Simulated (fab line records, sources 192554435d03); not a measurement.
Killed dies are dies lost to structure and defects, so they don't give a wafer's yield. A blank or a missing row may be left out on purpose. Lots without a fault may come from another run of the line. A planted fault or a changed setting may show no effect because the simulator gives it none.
Which tool did it? | flow n5_finfet | 24 lots, 72 wafers sampled, at 6 steps of a route of 1938

WHAT THE GAUGES READ, wafer by wafer
The record holds no reading of a measuring or inspecting step that can be judged against a usual standard deviation.

WHICH TOOL RAN EACH LOT (tool, then ch and the chambers of the sampled wafers, then the start)
lot  | N5_BEOL_M0_SAQP_STRIP_86           | N5_BEOL_M0_SURFACE_TREAT_137 | N5_BEOL_M0_SPUTTER_141       | N5_BEOL_M0_ANNEAL_119            | N5_BEOL_M1_HM_DEP_02         | N5_BEOL_M1_ETCH_63
L074 | rie_diel-02 ch 0,1,2, day 5 16:05  | pvd_sputter-03, day 6 07:44  | pvd_sputter-03, day 6 08:46  | rtp_anneal-01 ch 0, day 6 09:01  | pvd_sputter-02, day 6 10:20  | rie_diel-02 ch 0,1,3, day 6 11:14
L075 | rie_diel-02 ch 1,2,3, day 5 19:23  | pvd_sputter-01, day 6 10:14  | pvd_sputter-02, day 6 11:07  | rtp_anneal-01 ch 0, day 6 11:25  | pvd_sputter-03, day 6 13:20  | rie_diel-02 ch 0,2,3, day 6 13:53
L076 | rie_diel-02 ch 0,1,2, day 5 20:52  | pvd_sputter-03, day 6 07:37  | pvd_sputter-03, day 6 08:14  | rtp_anneal-01 ch 0, day 6 08:32  | pvd_sputter-01, day 6 09:56  | rie_diel-03 ch 2,3, day 6 11:00
L077 | rie_diel-06 ch 1,2,3, day 6 06:33  | pvd_sputter-03, day 6 19:18  | pvd_sputter-01, day 6 21:27  | rtp_anneal-02 ch 0, day 6 22:01  | pvd_sputter-01, day 7 00:32  | rie_diel-06 ch 0,2,3, day 7 01:15
L078 | rie_diel-02 ch 0,1,3, day 6 14:37  | pvd_sputter-01, day 7 00:44  | pvd_sputter-02, day 7 01:17  | rtp_anneal-02 ch 0, day 7 01:31  | pvd_sputter-03, day 7 02:58  | rie_diel-02 ch 1,2,3, day 7 03:32
L079 | rie_diel-03 ch 0,1,3, day 6 19:30  | pvd_sputter-03, day 7 03:35  | pvd_sputter-03, day 7 04:10  | rtp_anneal-01 ch 0, day 7 04:37  | pvd_sputter-03, day 7 07:13  | rie_diel-03 ch 0,3, day 7 07:54
L080 | rie_diel-06 ch 2,3, day 7 01:56    | pvd_sputter-02, day 7 10:31  | pvd_sputter-02, day 7 11:02  | rtp_anneal-01 ch 0, day 7 11:23  | pvd_sputter-03, day 7 14:09  | rie_diel-03 ch 2,3, day 7 14:50
L081 | rie_diel-03 ch 0,1,3, day 7 08:32  | pvd_sputter-01, day 7 17:53  | pvd_sputter-01, day 7 18:28  | rtp_anneal-02 ch 0, day 7 18:46  | pvd_sputter-03, day 7 20:43  | rie_diel-06 ch 1,2,3, day 7 21:17
L082 | rie_diel-03 ch 0,1,3, day 7 09:47  | pvd_sputter-01, day 7 19:19  | pvd_sputter-01, day 7 20:01  | rtp_anneal-02 ch 0, day 7 20:13  | pvd_sputter-01, day 7 21:56  | rie_diel-02 ch 0,1,2, day 7 22:38
L083 | rie_diel-02 ch 0,2,3, day 7 14:40  | pvd_sputter-01, day 7 22:36  | pvd_sputter-01, day 7 23:19  | rtp_anneal-01 ch 0, day 7 23:34  | pvd_sputter-03, day 8 01:37  | rie_diel-03 ch 1,3, day 8 02:36
L084 | rie_diel-06 ch 0,2,3, day 7 22:53  | pvd_sputter-03, day 8 07:11  | pvd_sputter-02, day 8 08:37  | rtp_anneal-01 ch 0, day 8 08:52  | pvd_sputter-02, day 8 10:44  | rie_diel-06 ch 0,1,3, day 8 11:25
L085 | rie_diel-06 ch 2,3, day 8 06:54    | pvd_sputter-02, day 8 18:54  | pvd_sputter-02, day 8 19:37  | rtp_anneal-02 ch 0, day 8 19:49  | pvd_sputter-01, day 8 22:26  | rie_diel-02 ch 0,3, day 8 23:01
L086 | rie_diel-03 ch 0,2,3, day 8 19:01  | pvd_sputter-01, day 9 03:53  | pvd_sputter-01, day 9 04:30  | rtp_anneal-02 ch 0, day 9 07:20  | pvd_sputter-03, day 9 10:26  | rie_diel-02 ch 1,2,3, day 9 11:17
L088 | rie_diel-06 ch 0,1,2, day 9 02:28  | pvd_sputter-01, day 9 11:14  | pvd_sputter-01, day 9 11:51  | rtp_anneal-02 ch 0, day 9 15:07  | pvd_sputter-01, day 9 17:56  | rie_diel-03 ch 0,2,3, day 9 18:37
L087 | rie_diel-03 ch 0,2,3, day 9 05:44  | pvd_sputter-02, day 9 13:46  | pvd_sputter-02, day 9 16:19  | rtp_anneal-02 ch 0, day 9 18:52  | pvd_sputter-01, day 9 21:09  | rie_diel-03 ch 1,2,3, day 9 21:50
L089 | rie_diel-02 ch 1,2,3, day 9 13:46  | pvd_sputter-02, day 9 22:04  | pvd_sputter-02, day 9 22:54  | rtp_anneal-01 ch 0, day 9 23:17  | pvd_sputter-02, day 10 01:28 | rie_diel-03 ch 0,2,3, day 10 02:10
L090 | rie_diel-02 ch 0,2, day 9 19:36    | pvd_sputter-01, day 10 02:51 | pvd_sputter-02, day 10 05:02 | rtp_anneal-02 ch 0, day 10 05:19 | pvd_sputter-03, day 10 06:47 | rie_diel-06 ch 1,2, day 10 07:22
L091 | rie_diel-03 ch 0,2,3, day 9 22:57  | pvd_sputter-01, day 10 05:39 | pvd_sputter-02, day 10 06:13 | rtp_anneal-01 ch 0, day 10 06:37 | pvd_sputter-01, day 10 09:23 | rie_diel-03 ch 0,2, day 10 09:56
L092 | rie_diel-02 ch 0,1,2, day 10 06:50 | pvd_sputter-01, day 10 17:41 | pvd_sputter-02, day 10 18:50 | rtp_anneal-01 ch 0, day 10 19:05 | pvd_sputter-03, day 10 20:11 | rie_diel-02 ch 0,2, day 10 20:46
L093 | rie_diel-03 ch 2,3, day 10 11:03   | pvd_sputter-01, day 10 20:11 | pvd_sputter-02, day 10 20:57 | rtp_anneal-01 ch 0, day 10 21:20 | pvd_sputter-02, day 10 23:50 | rie_diel-03 ch 0,1, day 11 00:50
L094 | rie_diel-02 ch 2,3, day 10 12:51   | pvd_sputter-03, day 10 19:56 | pvd_sputter-03, day 10 20:50 | rtp_anneal-01 ch 0, day 10 21:02 | pvd_sputter-02, day 10 23:44 | rie_diel-06 ch 0,1,2, day 11 00:43
L095 | rie_diel-02 ch 0,1, day 10 17:25   | pvd_sputter-03, day 11 01:21 | pvd_sputter-03, day 11 01:55 | rtp_anneal-01 ch 0, day 11 02:48 | pvd_sputter-01, day 11 04:23 | rie_diel-03 ch 0,2, day 11 05:04
L096 | rie_diel-02 ch 0,1,3, day 11 04:50 | pvd_sputter-01, day 11 14:41 | pvd_sputter-01, day 11 15:17 | rtp_anneal-02 ch 0, day 11 15:52 | pvd_sputter-01, day 11 16:55 | rie_diel-06 ch 0,3, day 11 17:37
L097 | rie_diel-03 ch 0,1,2, day 11 09:23 | pvd_sputter-03, day 11 17:07 | pvd_sputter-01, day 11 19:19 | rtp_anneal-02 ch 0, day 11 19:37 | pvd_sputter-02, day 11 20:39 | rie_diel-02 ch 0,1, day 11 21:13
- N5_BEOL_M0_SAQP_STRIP_86: strips in N2/H2.
- N5_BEOL_M0_SURFACE_TREAT_137
- N5_BEOL_M0_SPUTTER_141: material Cu, target thk 4 nm, time 7.37 s.
- N5_BEOL_M0_ANNEAL_119: time 90 s.
- N5_BEOL_M1_HM_DEP_02: deposits TiN, target thk 20 nm.
- N5_BEOL_M1_ETCH_63: etches SiARC in CF4, target depth 15.6 nm, time 26 s.

WHAT THE TOOLS THEMSELVES READ (means of the sampled wafers that have a number; where no wafer has one, the mark that the record gives instead)
N5_BEOL_M0_SAQP_STRIP_86.
lot  | tool        | chamber_pressure_mTorr (mTorr) | drypump_motor_current_A (A) | oes_product_au (a.u.) | rf_vpp_V (V) | showerhead_plenum_p_Torr (Torr) | throttle_valve_pct (%)
L074 | rie_diel-02 | 50.04                          | 6.4                         | 0.74                  | 121.1        | 3.40                            | 19.1
L075 | rie_diel-02 | 50.02                          | 6.0                         | 0.82                  | 121.0        | 3.35                            | 19.0
L076 | rie_diel-02 | 49.94                          | 6.4                         | 0.75                  | 122.8        | 3.40                            | 19.1
L077 | rie_diel-06 | 50.03                          | 5.4                         | 0.80                  | 121.6        | 3.42                            | 18.9
L078 | rie_diel-02 | 50.05                          | 6.1                         | 0.80                  | 122.6        | 3.37                            | 18.5
L079 | rie_diel-03 | 50.04                          | 5.9                         | 0.71                  | 121.2        | 3.32                            | 19.0
L080 | rie_diel-06 | 49.99                          | 5.4                         | 0.86                  | 122.1        | 3.49                            | 18.6
L081 | rie_diel-03 | 49.99                          | 5.9                         | 0.71                  | 121.7        | 3.32                            | 19.0
L082 | rie_diel-03 | 49.97                          | 5.9                         | 0.71                  | 121.5        | 3.32                            | 19.0
L083 | rie_diel-02 | 49.98                          | 5.9                         | 0.75                  | 121.6        | 3.35                            | 19.0
L084 | rie_diel-06 | 49.96                          | 5.6                         | 0.83                  | 122.4        | 3.45                            | 18.8
L085 | rie_diel-06 | 50.05                          | 5.4                         | 0.85                  | 122.9        | 3.49                            | 18.6
L086 | rie_diel-03 | 50.01                          | 6.2                         | 0.87                  | 122.3        | 3.39                            | 18.7
L088 | rie_diel-06 | 49.96                          | 5.7                         | 0.85                  | 122.2        | 3.36                            | 19.0
L087 | rie_diel-03 | 50.03                          | 6.2                         | 0.87                  | 122.2        | 3.39                            | 18.7
L089 | rie_diel-02 | 50.05                          | 6.0                         | 0.88                  | 120.7        | 3.33                            | 18.9
L090 | rie_diel-02 | 49.96                          | 6.2                         | 0.88                  | 121.9        | 3.37                            | 19.3
L091 | rie_diel-03 | 50.04                          | 6.2                         | 0.85                  | 122.7        | 3.39                            | 18.7
L092 | rie_diel-02 | 50.01                          | 6.3                         | 0.82                  | 121.5        | 3.38                            | 19.0
L093 | rie_diel-03 | 50.02                          | 6.0                         | 0.76                  | 121.3        | 3.43                            | 18.8
L094 | rie_diel-02 | 50.00                          | 5.9                         | 0.92                  | 122.9        | 3.32                            | 19.3
L095 | rie_diel-02 | 50.02                          | 6.4                         | 0.72                  | 122.6        | 3.41                            | 18.6
L096 | rie_diel-02 | 50.00                          | 6.1                         | 0.77                  | 120.4        | 3.36                            | 18.5
L097 | rie_diel-03 | 49.95                          | 6.2                         | 0.86                  | 120.6        | 3.28                            | 18.5

N5_BEOL_M0_SPUTTER_141.
lot  | tool           | susceptor_temp_C (C) | throttle_valve_pct (%)
L074 | pvd_sputter-03 | -19.94               | 29.6
L075 | pvd_sputter-02 | -20.10               | 29.9
L076 | pvd_sputter-03 | -19.94               | 29.8
L077 | pvd_sputter-01 | -20.01               | 30.3
L078 | pvd_sputter-02 | -20.03               | 29.5
L079 | pvd_sputter-03 | -19.92               | 29.6
L080 | pvd_sputter-02 | -20.00               | 30.0
L081 | pvd_sputter-01 | -20.01               | 29.8
L082 | pvd_sputter-01 | -20.12               | 30.2
L083 | pvd_sputter-01 | -20.06               | 30.1
L084 | pvd_sputter-02 | -19.97               | 29.4
L085 | pvd_sputter-02 | -19.91               | 28.3
L086 | pvd_sputter-01 | -20.02               | 30.4
L088 | pvd_sputter-01 | -19.92               | 30.0
L087 | pvd_sputter-02 | -19.99               | 29.0
L089 | pvd_sputter-02 | -19.90               | 29.6
L090 | pvd_sputter-02 | -20.00               | 29.1
L091 | pvd_sputter-02 | -20.05               | 29.0
L092 | pvd_sputter-02 | -20.00               | 29.1
L093 | pvd_sputter-02 | -19.91               | 30.5
L094 | pvd_sputter-03 | -20.03               | 29.5
L095 | pvd_sputter-03 | -19.89               | 29.2
L096 | pvd_sputter-01 | -20.01               | 30.3
L097 | pvd_sputter-01 | -20.03               | 30.5

N5_BEOL_M0_ANNEAL_119.
lot  | tool          | wafer_temp_C_max
L074 | rtp_anneal-01 | 226.09
L075 | rtp_anneal-01 | 226.62
L076 | rtp_anneal-01 | 226.15
L077 | rtp_anneal-02 | 226.40
L078 | rtp_anneal-02 | 226.47
L079 | rtp_anneal-01 | 226.01
L080 | rtp_anneal-01 | 226.04
L081 | rtp_anneal-02 | 226.35
L082 | rtp_anneal-02 | 225.97
L083 | rtp_anneal-01 | 226.13
L084 | rtp_anneal-01 | 226.32
L085 | rtp_anneal-02 | 226.22
L086 | rtp_anneal-02 | 225.89
L088 | rtp_anneal-02 | 226.45
L087 | rtp_anneal-02 | 226.45
L089 | rtp_anneal-01 | 226.13
L090 | rtp_anneal-02 | 226.24
L091 | rtp_anneal-01 | 226.36
L092 | rtp_anneal-01 | 226.06
L093 | rtp_anneal-01 | 226.25
L094 | rtp_anneal-01 | 226.37
L095 | rtp_anneal-01 | 226.30
L096 | rtp_anneal-02 | 226.24
L097 | rtp_anneal-02 | 226.35

N5_BEOL_M1_HM_DEP_02.
lot  | tool           | susceptor_temp_C (C) | throttle_valve_pct (%)
L074 | pvd_sputter-02 | 24.93                | 30.2
L075 | pvd_sputter-03 | 25.02                | 29.7
L076 | pvd_sputter-01 | 24.92                | 29.7
L077 | pvd_sputter-01 | 25.11                | 30.5
L078 | pvd_sputter-03 | 25.00                | 29.4
L079 | pvd_sputter-03 | 25.09                | 29.6
L080 | pvd_sputter-03 | 25.01                | 30.1
L081 | pvd_sputter-03 | 25.11                | 30.1
L082 | pvd_sputter-01 | 24.96                | 30.1
L083 | pvd_sputter-03 | 25.06                | 29.7
L084 | pvd_sputter-02 | 24.94                | 29.1
L085 | pvd_sputter-01 | 24.94                | 30.8
L086 | pvd_sputter-03 | 25.06                | 29.9
L088 | pvd_sputter-01 | 25.06                | 30.0
L087 | pvd_sputter-01 | 25.03                | 30.2
L089 | pvd_sputter-02 | 24.94                | 28.9
L090 | pvd_sputter-03 | 25.12                | 29.2
L091 | pvd_sputter-01 | 25.07                | 30.6
L092 | pvd_sputter-03 | 25.02                | 29.2
L093 | pvd_sputter-02 | 25.09                | 29.3
L094 | pvd_sputter-02 | 25.01                | 30.6
L095 | pvd_sputter-01 | 24.99                | 30.0
L096 | pvd_sputter-01 | 24.98                | 30.3
L097 | pvd_sputter-02 | 24.90                | 29.6

N5_BEOL_M1_ETCH_63.
lot  | tool        | chamber_pressure_mTorr (mTorr) | drypump_motor_current_A (A) | etch_rf_on_time_s (s) | oes_product_au (a.u.) | rf_fwd_power_W (W) | rf_vpp_V (V) | showerhead_plenum_p_Torr (Torr) | throttle_valve_pct (%)
L074 | rie_diel-02 | 40.01                          | 6.0                         | 26.3                  | 0.68                  | 531.8              | 183.7        | 2.17                            | 15.4
L075 | rie_diel-02 | 39.95                          | 5.9                         | 26.3                  | 0.64                  | 532.0              | 184.3        | 2.15                            | 15.6
L076 | rie_diel-03 | 39.99                          | 6.0                         | 27.7                  | 0.58                  | 530.8              | 184.7        | 2.20                            | 15.8
L077 | rie_diel-06 | 39.97                          | 5.6                         | 26.5                  | 0.71                  | 532.2              | 184.9        | 2.20                            | 15.7
L078 | rie_diel-02 | 40.04                          | 6.0                         | 26.6                  | 0.67                  | 532.5              | 184.5        | 2.13                            | 15.6
L079 | rie_diel-03 | 39.96                          | 5.9                         | 26.9                  | 0.58                  | 532.7              | 183.7        | 2.17                            | 15.7
L080 | rie_diel-03 | 40.01                          | 6.3                         | 26.8                  | 0.75                  | 530.5              | 185.0        | 2.20                            | 15.5
L081 | rie_diel-06 | 40.00                          | 5.4                         | 26.7                  | 0.74                  | 530.1              | 184.1        | 2.17                            | 15.6
L082 | rie_diel-02 | 39.98                          | 6.3                         | 27.0                  | 0.62                  | 532.5              | 184.9        | 2.17                            | 15.7
L083 | rie_diel-03 | 39.99                          | 5.7                         | 26.9                  | 0.60                  | 531.6              | 184.7        | 2.16                            | 15.9
L084 | rie_diel-06 | 39.96                          | 5.6                         | 25.8                  | 0.75                  | 530.1              | 185.4        | 2.18                            | 15.5
L085 | rie_diel-02 | 40.00                          | 5.9                         | 26.4                  | 0.63                  | 531.2              | 184.5        | 2.18                            | 15.5
L086 | rie_diel-02 | 40.02                          | 6.0                         | 26.4                  | 0.73                  | 531.1              | 183.0        | 2.12                            | 15.4
L088 | rie_diel-03 | 40.03                          | 6.1                         | 26.8                  | 0.72                  | 532.7              | 185.1        | 2.15                            | 15.4
L087 | rie_diel-03 | 39.99                          | 6.0                         | 26.6                  | 0.66                  | 531.3              | 185.5        | 2.15                            | 15.8
L089 | rie_diel-03 | 39.99                          | 6.2                         | 27.0                  | 0.71                  | 530.9              | 184.4        | 2.15                            | 15.4
L090 | rie_diel-06 | 39.95                          | 5.5                         | 25.7                  | 0.74                  | 532.8              | 183.3        | 2.12                            | 15.6
L091 | rie_diel-03 | 39.97                          | 6.3                         | 26.3                  | 0.79                  | 531.7              | 183.2        | 2.11                            | 15.1
L092 | rie_diel-02 | 40.00                          | 6.2                         | 25.9                  | 0.73                  | 531.4              | 183.5        | 2.15                            | 15.5
L093 | rie_diel-03 | 39.99                          | 5.9                         | 25.9                  | 0.68                  | 531.5              | 184.2        | 2.07                            | 15.7
L094 | rie_diel-06 | 40.03                          | 5.6                         | 25.8                  | 0.70                  | 530.5              | 183.8        | 2.14                            | 15.7
L095 | rie_diel-03 | 40.02                          | 6.5                         | 26.6                  | 0.77                  | 531.3              | 184.8        | 2.15                            | 15.3
L096 | rie_diel-06 | 40.03                          | 5.8                         | 25.9                  | 0.70                  | 532.0              | 185.6        | 2.20                            | 15.6
L097 | rie_diel-02 | 39.99                          | 6.4                         | 26.7                  | 0.60                  | 529.8              | 184.0        | 2.20                            | 15.6

THE ANSWER, worked out from the rows above alone
Rule: what is usual is taken from the lots themselves. Put in order of their means at a reading, lots are off if they are a third of the lots or fewer, leave a main group of 4 or more, and stand apart from it by a gap of 3 or more times the standard deviation of the main group's means; of several such gaps the widest counts. A main group whose means are all the same, to the digits that the tables above print for the reading, isn't used. A lot without any number at a reading at which 4 lots or more have one is off too. The other lots that the step has rows for count as sound. The gauges are gone through in route order, then the tools' own readings, and for those a lot's mean is taken as printed above. The first step at which some lot is off is used, and at that step the reading that is off furthest; a lot without a number counts as furthest.
No lot is off at any reading shown: from this, nothing can be told.

WHAT THE SIMULATOR HAD PUT IN
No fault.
